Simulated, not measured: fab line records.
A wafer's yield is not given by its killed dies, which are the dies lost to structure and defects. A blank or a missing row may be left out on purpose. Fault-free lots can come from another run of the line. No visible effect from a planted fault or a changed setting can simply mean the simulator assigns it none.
Comparing a struck lot with a sound one | flow nand_harc | 39 out of 1302 route steps
Sound: wafers L458.4, L458.5, L458.6. Wafers struck: L460.1, L460.3, L460.6. At the end, the cause is stated.
Per side, at each step with rows, come the tool, then ch with its chambers, and then its first start. Under that, the readings that differ: sound wafers | struck wafers | difference of the means | sigmas: that difference in standard deviations of wafers without a fault.
alike: same words and numbers on both sides, and readings whose means sit less than 2 such deviations apart. not compared: any withheld reading, any reading some wafer has no value for, any bound like >300 that may hide the same value, and any number with overlapping values for which the record gives no deviation.
A row with sigmas, a row that says differs or no value, or rows on one side alone: a step with any of these is where the two part. Numbers that don't overlap but have no deviation are shown without sigmas and don't part them. A reading that every wafer of one side lacks parts them only if that side has two wafers or more.

first, 4 steps without rows for these wafers: NHARC_P_BONDPAD_EBR_05; NHARC_P_BONDPAD_EXPOSE_06 (exposes mask P BPAD); NHARC_P_BONDPAD_PEB_07 (peb time 80 s); NHARC_P_BONDPAD_DEVELOP_08 (time 50 s).
NHARC_P_BONDPAD_CD_MEAS_09: target cd 500 nm.
  sound on cd_sem-02 ch 0, day 12 02:19; struck on cd_sem-02 ch 0, day 12 23:22
  reading    | sound             | struck            | difference | sigmas
  cd_nm (nm) | 502.9 505.1 504.1 | 498.2 499.5 496.7 | -5.9       | -2
NHARC_P_BONDPAD_OVL_MEAS_38:
  struck on overlay-01, day 12 23:28; sound on overlay-02, day 12 02:24
  reading           | sound       | struck   | difference | sigmas
  overlay_x_nm (nm) | -12 -12 -12 | -1 -1 -1 | +11        | +2
  alike: overlay_y_nm
then, 4 steps without rows for these wafers: NHARC_P_BONDPAD_HARDBAKE_10 (time 65 s); NHARC_P_BONDPAD_DESCUM_11 (chemistry O2, time 3 s); NHARC_P_BONDPAD_ETCH_37 (etches the open film in N2/H2, target depth 60 nm, overetch 18 nm, time 65.91 s); NHARC_P_BONDPAD_ETCH_12 (etches the open film in CHF3/O2, target depth 200 nm, time 100 s).
NHARC_P_BONDPAD_CD_MEAS_13:
  struck on cd_sem-02, day 12 23:54; sound on cd_sem-02, day 12 02:53
  alike: cd_nm
NHARC_P_BONDPAD_STRIP_15: strips in O2.
  sound on rie_diel-03 ch 1,2,3, day 12 02:59; struck on rie_diel-13 ch 1,3, day 12 23:58
  alike: drypump_motor_current_A, oes_product_au, rf_vpp_V, showerhead_plenum_p_Torr, throttle_valve_pct
  not compared: rf_hours_counter_h
NHARC_P_BONDPAD_ETCH_24: etches the open film in CF4/N2, target depth 30 nm, time 72.99 s.
  sound on rie_diel-03 ch 0,2,3, day 12 03:07; struck on rie_diel-13 ch 0,2,3, day 13 00:07
  reading                     | sound       | struck      | difference | sigmas
  drypump_motor_current_A (A) | 5.0 4.8 4.9 | 6.2 5.6 6.1 | +1.1       | +2
  alike: bias_w, oes_product_au, rf_vpp_V, showerhead_plenum_p_Torr, throttle_valve_pct
  not compared: rf_hours_counter_h
then, 1 step without rows for these wafers: NHARC_P_BONDPAD_STRIP_16 (strips in post etch residue remover, time 600 s).
NHARC_P_BONDPAD_DEGAS_25: time 60 s.
  struck on pvd_sputter-03, day 13 00:31; sound on pvd_sputter-02, day 12 03:31
  alike: heater_power_w, susceptor_temp_C
then, 1 step without rows for these wafers: NHARC_P_BONDPAD_PRE_CLEAN_26 (time 30 s).
NHARC_P_BONDPAD_PVD_17: deposits TaN, target thk 5 nm, time 8.06 s.
  sound on pvd_sputter-02; struck on pvd_sputter-03
  alike: bias_v, throttle_valve_pct
then, 2 steps without rows for these wafers: NHARC_P_BONDPAD_PVD_27 (deposits Cu, target thk 30 nm, time 20.49 s); NHARC_P_BONDPAD_ECD_18 (material Cu, target thk 400 nm).
NHARC_P_BONDPAD_ANNEAL_28: time 90 s.
  sound on rtp_anneal-01 ch 0, day 12 04:24; struck on rtp_anneal-01 ch 0, day 13 01:16
  alike: wafer_temp_C_max
then, 1 step without rows for these wafers: NHARC_P_BONDPAD_CMP_19 (polishes, t overpolish 30 s, cu recess touch 16 s, target thk 160.81 nm).
NHARC_P_BONDPAD_THK_MEAS_20: measures by xrf.
  struck on film_metro-01, day 13 01:56; sound on film_metro-02, day 12 04:55
  alike: thk_nm
then, 1 step without rows for these wafers: NHARC_P_BONDPAD_SRD_21 (time 30 s, dry time 20 s).
NHARC_P_BONDPAD_ACTIVATE_29: chemistry N2, time 60 s.
  sound on rie_diel-08 ch 1,2,3, day 12 05:14; struck on rie_diel-13 ch 0,2, day 13 02:11
  alike: drypump_motor_current_A, oes_product_au, rf_vpp_V, showerhead_plenum_p_Torr
  not compared: rf_hours_counter_h
then, 13 steps without rows for these wafers: NHARC_P_BONDPAD_PRECLEAN_30 (cleans in DIW, time 300 s); NHARC_P_BONDPAD_SRD_31 (time 30 s, dry time 20 s); NHARC_A_ZERO_WELL_PRECLEAN_00 (cleans in SPM, time 600 s); NHARC_A_ZERO_WELL_SRD_01; NHARC_A_ZERO_WELL_DEHYDRATE_02 (time 120 s); NHARC_A_ZERO_WELL_HMDS_03 (time 30 s); NHARC_A_ZERO_WELL_COAT_18 (time 65 s); NHARC_A_ZERO_WELL_COAT_04 (resist thk 600 nm); NHARC_A_ZERO_WELL_SOFTBAKE_05 (time 70 s); NHARC_A_ZERO_WELL_EBR_06; NHARC_A_ZERO_WELL_EXPOSE_07 (exposes mask A ZERO); NHARC_A_ZERO_WELL_PEB_08 (peb time 80 s); NHARC_A_ZERO_WELL_DEVELOP_09 (time 50 s).
NHARC_A_ZERO_WELL_CD_MEAS_10: target cd 2000 nm.
  sound on cd_sem-01 ch 0, day 12 06:27; struck on cd_sem-01 ch 0, day 13 03:19
  alike: cd_nm
-- the record jumps here: 17 days lie between the struck wafers' starts before and after (it left off in module A_ZERO_WELL and takes up again in module END, whose first step shown is number 1302 of the route) --
NHARC_END_SORT_01:
  sound on prober-01 ch 0, day 29 22:58; struck on prober-02 ch 0, day 30 10:28
  reading                  | sound          | struck         | difference | sigmas
  defect_limited_yield (%) | 92.2 91.7 92.0 | 83.3 80.9 80.2 | -10.5      | -4
  killed_at_periphery      | 6 5 2          | 54 68 78       | +62        | +28
  killed_dies              | 53 56 54       | 113 129 134    | +71        | +4
  alike: killed_at_array, killed_at_other, killed_open, killed_short

## WHERE THEY PART
First at NHARC_P_BONDPAD_CD_MEAS_09; last, within this record, at NHARC_END_SORT_01.

WHY: whatever the simulator had introduced
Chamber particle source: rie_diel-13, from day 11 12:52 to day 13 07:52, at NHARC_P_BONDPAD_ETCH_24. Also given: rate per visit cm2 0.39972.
